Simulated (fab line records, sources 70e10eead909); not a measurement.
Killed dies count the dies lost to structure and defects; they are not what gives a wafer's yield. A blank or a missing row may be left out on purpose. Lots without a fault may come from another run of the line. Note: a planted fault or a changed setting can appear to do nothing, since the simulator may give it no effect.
Which of the tools did it? -- flow nand-harc -- 36 wafers from 12 lots sampled at 5 of the route's 1302 steps

== WHAT EACH GAUGE READ, for each wafer ==
NHARC_THIN_TSV_CD_MEAS_37. Usual: 5000.2 nm for cd-nm, sd 2.
lot,measured,on,cd-nm (nm),flag
L813,day 24 05:57,cd-sem-01,5002.6 5004.0 5005.2,
L814,day 24 06:56,cd-sem-01,5000.6 4999.8 4998.8,
L819,day 26 12:50,cd-sem-03,5000.5 4999.4 5000.4,
L818,day 26 11:53,cd-sem-01,5002.3 4998.7 4998.8,
L820,day 26 22:46,cd-sem-01,5000.3 5000.4 4998.5,
L825,day 29 08:14,cd-sem-01,5001.3 5002.0 5000.9,
L826,day 29 09:27,cd-sem-01,5000.0 4999.3 4999.1,
L830,day 31 12:02,cd-sem-01,4998.9 4997.0 4999.5,
L831,day 31 16:28,cd-sem-03,5004.1 5004.7 5001.9,
L834,day 33 04:14,cd-sem-03,5002.0 4998.9 4997.6,
L835,day 33 14:18,cd-sem-02,4999.1 5000.2 5001.6,
L836,day 34 02:35,cd-sem-01,5001.3 4998.4 5000.3,

NHARC_END_SORT_01. Usual: defect-limited-yield 91.6 %, standard deviation 2.6; killed-at-array 52, standard deviation 17; killed-at-other 0.8, standard deviation 1.1; killed-at-periphery 3.2, standard deviation 2.2; killed-dies 57, standard deviation 17; killed-open 3.4, standard deviation 1.8; killed-short 2.4, standard deviation 1.6; sort_bin_2_pct 2.9 %, standard deviation 1.1; sort_bin_3_pct 0.6 %, standard deviation 0.38; sort_bin_4_pct 4.8 %, standard deviation 1.5; sort-n-pass 620, standard deviation 17; sort-rim-yield-pct 92 %, standard deviation 4.9; sort-yield-pct 91.6 %, standard deviation 2.6.
lot,measured,on,defect-limited-yield (%),killed-at-array,killed-at-other,killed-at-periphery,killed-dies,killed-open,killed-short,sort_bin_2_pct (%),sort_bin_3_pct (%),sort_bin_4_pct (%),sort-n-pass,sort-rim-yield-pct (%),sort-yield-pct (%),flag
L818,day 26 21:52,prober-01,82.0 86.0 83.5,118 95 109,0 0 0,4 0 3,122 95 112,2 3 5,2 1 1,8.3 5.9 7.5,2.1 2.1 2.4,7.7 6.1 6.6,555 582 565,90 86 98,82.0 86.0 83.5,OFF
L820,day 27 08:23,prober-02,84.5 83.2 84.5,102 109 101,0 0 0,3 5 4,105 114 105,2 2 0,2 1 3,6.2 6.5 6.8,1.8 2.7 2.8,7.5 7.7 5.9,572 563 572,88 92 95,84.5 83.2 84.5,OFF

== TOOL THAT RAN EACH LOT (tool first, then ch and the chambers of the sampled wafers, then the start) ==
lot,NHARC_A_M1_DEGAS_29,NHARC_A_M1_PRE_CLEAN_32,NHARC_A_BONDPAD_STRIP_15
L813,"pvd-sputter-01, day 23 03:27","pecvd-04 ch 0,1,2, day 23 05:04","rie-diel-11 ch 0,1,2, day 23 07:26"
L814,"pvd-sputter-02, day 23 05:24","pecvd-03 ch 1,2, day 23 07:03","rie-diel-05 ch 0,2,3, day 23 09:29"
L819,"pvd-sputter-03, day 25 10:11","pecvd-04 ch 0,1,2, day 25 11:50","rie-diel-11 ch 1,2,3, day 25 14:17"
L818,"pvd-sputter-03, day 25 12:02","pecvd-03 ch 0,1, day 25 13:43","rie-diel-11 ch 0,1,3, day 25 16:22"
L820,"pvd-sputter-01, day 25 21:05","pecvd-03 ch 0,2, day 25 22:43","rie-diel-05 ch 1,2, day 26 01:05"
L825,"pvd-sputter-01, day 28 06:37","pecvd-01 ch 0,1, day 28 08:15","rie-diel-05 ch 0,1,2, day 28 10:34"
L826,"pvd-sputter-01, day 28 09:12","pecvd-03 ch 0,2, day 28 10:49","rie-diel-05 ch 0,2,3, day 28 13:17"
L830,"pvd-sputter-02, day 30 09:59","pecvd-04 ch 1,2, day 30 11:36","rie-diel-11 ch 0,2,3, day 30 13:56"
L831,"pvd-sputter-02, day 30 13:50","pecvd-04 ch 0,1,2, day 30 15:28","rie-diel-11 ch 0,3, day 30 17:46"
L834,"pvd-sputter-03, day 31 17:30","pecvd-04 ch 1,2, day 31 19:15","rie-diel-11 ch 0,3, day 31 21:43"
L835,"pvd-sputter-03, day 31 22:05","pecvd-04 ch 0,1,2, day 31 23:41","rie-diel-11 ch 1,2,3, day 32 02:08"
L836,"pvd-sputter-03, day 32 21:08","pecvd-03 ch 1,2, day 32 23:04","rie-diel-11 ch 2,3, day 33 01:27"
- NHARC_A_M1_DEGAS_29: time 60 s.
- NHARC_A_M1_PRE_CLEAN_32: time 12 s.
- NHARC_A_BONDPAD_STRIP_15: strips in O2.

== AS READ BY THE TOOLS THEMSELVES (means over the sampled wafers that have a number; for cases with no such wafer, the mark the record gives instead) ==
NHARC_A_M1_DEGAS_29. Usual: 334 W for heater-power-w, sd 36.
lot,tool,heater-power-w (W),flag
L813,pvd-sputter-01,359,
L814,pvd-sputter-02,338,
L819,pvd-sputter-03,314,
L818,pvd-sputter-03,315,
L820,pvd-sputter-01,358,
L825,pvd-sputter-01,338,
L826,pvd-sputter-01,353,
L830,pvd-sputter-02,327,
L831,pvd-sputter-02,349,
L834,pvd-sputter-03,334,
L835,pvd-sputter-03,332,
L836,pvd-sputter-03,313,

NHARC_A_M1_PRE_CLEAN_32. Usual: 653 W for heater-power-w, sd 62.
lot,tool,heater-power-w (W),flag
L813,pecvd-04,637,
L814,pecvd-03,702,
L819,pecvd-04,663,
L818,pecvd-03,701,
L820,pecvd-03,657,
L825,pecvd-01,657,
L826,pecvd-03,701,
L830,pecvd-04,710,
L831,pecvd-04,649,
L834,pecvd-04,645,
L835,pecvd-04,624,
L836,pecvd-03,694,

NHARC_A_BONDPAD_STRIP_15. Usual: drypump-motor-current-A 5.7 A, standard deviation 0.4; oes-product-au 1.000 a.u., standard deviation 0.0075; rf-vpp-V 57.9 V, standard deviation 0.89; showerhead-plenum-p-Torr 3.60 Torr, standard deviation 0.15; throttle-valve-pct 17.035 %, standard deviation 0.0094.
lot,tool,drypump-motor-current-A (A),oes-product-au (a.u.),rf-vpp-V (V),showerhead-plenum-p-Torr (Torr),throttle-valve-pct (%),flag
L813,rie-diel-11,5.8,1.001,59.0,3.59,17.035,
L814,rie-diel-05,5.7,0.997,58.2,3.55,17.035,
L819,rie-diel-11,5.8,1.005,58.1,3.70,17.039,
L818,rie-diel-11,5.9,1.004,58.1,3.61,17.031,
L820,rie-diel-05,5.3,1.001,57.2,3.60,17.038,
L825,rie-diel-05,5.7,1.011,57.6,3.51,17.035,
L826,rie-diel-05,5.7,1.015,57.4,3.54,17.031,
L830,rie-diel-11,5.6,1.005,57.9,3.65,17.038,
L831,rie-diel-11,5.7,0.996,57.3,3.66,17.039,
L834,rie-diel-11,5.7,0.995,58.0,3.56,17.037,
L835,rie-diel-11,5.8,0.995,58.0,3.69,17.048,
L836,rie-diel-11,5.5,0.997,59.5,3.74,17.039,

== THE ANSWER, worked out from the rows above alone ==
Rule: a lot is off if the mean of its wafers that have a number lies more than 3 standard deviations from the usual mean. Also off: a lot with no number at a reading for which 4 or more lots have one. The other lots that the step has rows for count as sound. First the gauges in route order, then the tools' own readings, where a lot's mean is used as printed above. The first step at which some lot is off is used, and at that step the reading that is off furthest; a lot without a number counts as furthest.
Off at NHARC_END_SORT_01 (sort_bin_3_pct): L818, L820. Neither off nor sound, because the step has no rows for them: L813, L814, L819, L825, L826, L830, L831, L834, L835, L836.
A tool fits if, at a process step before that reading, it ran every lot that is off, and no sound lot after the first of them. The gauges at NHARC_END_SORT_01 are tried like those tools. One candidate fits, namely pecvd-03 at NHARC_A_M1_PRE_CLEAN_32. It ran no sound lot before its first lot that is off in this sample, so the start can't be narrowed down.

== WHAT THE SIMULATOR PUT IN ==
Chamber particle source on pecvd-03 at NHARC_A_M1_PRE_CLEAN_32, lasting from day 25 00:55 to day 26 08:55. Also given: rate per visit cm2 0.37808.
Struck lots among those shown: L818, L820. The same result came from the rule above.
